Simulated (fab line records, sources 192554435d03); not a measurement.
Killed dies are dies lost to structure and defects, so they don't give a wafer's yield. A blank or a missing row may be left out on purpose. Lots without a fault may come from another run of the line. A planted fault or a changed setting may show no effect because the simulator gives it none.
Split-lot experiment | flow n5_finfet | 7 lots, 39 wafers read, on a route of 1938 steps

THE SPLIT
At N5_DUMMY_GATE_ETCH_32 (etches SiO2 in CF4, target depth 3.5 nm, time 3.9 s), the setting time_s was moved away from the recipe's 3.9 s on 9 of the 39 wafers read, by -15.3% to +15.6%. The other wafers ran this setting at the recipe's value.

The reading is taken at the split's own step.

THE READING
etch.depth_nm (the simulator's own value, which no gauge read), in nm, at N5_DUMMY_GATE_ETCH_32 (etches SiO2 in CF4, target depth 3.5 nm, time 3.9 s). The file gives no usual value for it. The 30 wafers here that ran the recipe average 3.517 nm, standard deviation 0.11 nm.

wafer  | tool, chamber at the split | time_s as run, s | against the recipe | etch.depth_nm, nm | against lot-mates on the recipe
L074.1 | rie_si-06, 1               | 3.9              | recipe             | 3.7               | -
L074.2 | rie_si-06, 2               | 3.9              | recipe             | 3.716             | -
L074.3 | rie_si-06, 3               | 3.9              | recipe             | 3.546             | -
L074.4 | rie_si-06, 0               | 3.9              | recipe             | 3.563             | -
L074.5 | rie_si-06, 1               | 3.9              | recipe             | 3.677             | -
L074.6 | rie_si-06, 0               | 3.9              | recipe             | 3.62              | -
L076.1 | rie_si-02, 1               | 3.9              | recipe             | 3.566             | -
L076.2 | rie_si-02, 3               | 3.9              | recipe             | 3.356             | -
L076.3 | rie_si-02, 2               | 3.9              | recipe             | 3.344             | -
L076.4 | rie_si-02, 0               | 3.9              | recipe             | 3.458             | -
L076.5 | rie_si-02, 1               | 3.9              | recipe             | 3.538             | -
L076.6 | rie_si-02, 2               | 3.9              | recipe             | 3.35              | -
L077.1 | rie_si-02, 3               | 3.9              | recipe             | 3.403             | -
L077.2 | rie_si-02, 1               | 3.9              | recipe             | 3.598             | -
L077.3 | rie_si-02, 2               | 3.302            | -15.3%             | 2.845             | -0.653
L077.4 | rie_si-02, 0               | 3.9              | recipe             | 3.492             | -
L077.5 | rie_si-02, 2               | 3.302            | -15.3%             | 2.851             | -0.647
L077.6 | rie_si-02, 1               | 3.302            | -15.3%             | 3.03              | -0.468
L078.1 | rie_si-03, 0               | 3.9              | recipe             | 3.517             | -
L078.3 | rie_si-03, 1               | 3.9              | recipe             | 3.433             | -
L078.4 | rie_si-03, 2               | 3.9              | recipe             | 3.415             | -
L085.1 | rie_si-03, 0               | 3.9              | recipe             | 3.529             | -
L085.2 | rie_si-03, 1               | 3.9              | recipe             | 3.435             | -
L085.3 | rie_si-03, 2               | 3.9              | recipe             | 3.373             | -
L085.4 | rie_si-03, 3               | 4.507            | +15.6%             | 4.061             | +0.615
L085.5 | rie_si-03, 1               | 4.507            | +15.6%             | 3.972             | +0.526
L085.6 | rie_si-03, 0               | 4.507            | +15.6%             | 4.062             | +0.616
L088.1 | rie_si-06, 1               | 3.9              | recipe             | 3.633             | -
L088.2 | rie_si-06, 2               | 3.9              | recipe             | 3.787             | -
L088.3 | rie_si-06, 0               | 4.283            | +9.8%              | 3.941             | +0.296
L088.4 | rie_si-06, 3               | 3.9              | recipe             | 3.515             | -
L088.5 | rie_si-06, 0               | 4.283            | +9.8%              | 3.931             | +0.286
L088.6 | rie_si-06, 3               | 4.283            | +9.8%              | 3.897             | +0.252
L090.1 | rie_si-03, 2               | 3.9              | recipe             | 3.449             | -
L090.2 | rie_si-03, 3               | 3.9              | recipe             | 3.51              | -
L090.3 | rie_si-03, 1               | 3.9              | recipe             | 3.501             | -
L090.4 | rie_si-03, 0               | 3.9              | recipe             | 3.561             | -
L090.5 | rie_si-03, 2               | 3.9              | recipe             | 3.427             | -
L090.6 | rie_si-03, 3               | 3.9              | recipe             | 3.509             | -

THE FIT
A straight line over all 39 wafers: etch.depth_nm changes by +0.0372 nm for each +1% of time_s; r = +0.92; the points scatter about the line by 0.11 nm.
The same after taking each lot's own level away (the mean of its wafers on the recipe; 39 wafers): +0.0365 nm for each +1%; r = +0.96; scatter 0.076 nm.
On that fit, the largest move of time_s shifts the reading by 0.57 nm.
The lots' own levels span 3.4353 to 3.6450 nm, that is 1.9 times the standard deviation above.
So the lot-to-lot level changes the slope little: the two slopes agree.
Check: with one of the wafers moved furthest among these (+15.6%) left out of the fit, the line predicts +0.551 nm for it against its lot-mates. It came out at +0.615 nm against them.

OTHER SPLITS ON THESE WAFERS
These wafers also went through other splits before the reading. Each is held against what the fit with the lots' levels taken away leaves over:
other split on the same wafers               | wafers away from the commonest value | r with etch.depth_nm (lot level and that fit taken away)
N5_WELL_APT_IMPLANT_32 energy_kev            | 12                                   | +0.08
N5_STI_FIN_REVEAL_ETCHBACK_08 target_depth_a | 18                                   | -0.13
N5_STI_FIN_REVEAL_OXIDATION_31 time_s        | 9                                    | -0.02
N5_DUMMY_GATE_EXPOSE_12 dose_mj              | 18                                   | -0.16

THE FILE'S OWN FIT
etch.depth_nm changes by +0.0364 nm for each +1% of time_s, r = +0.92.
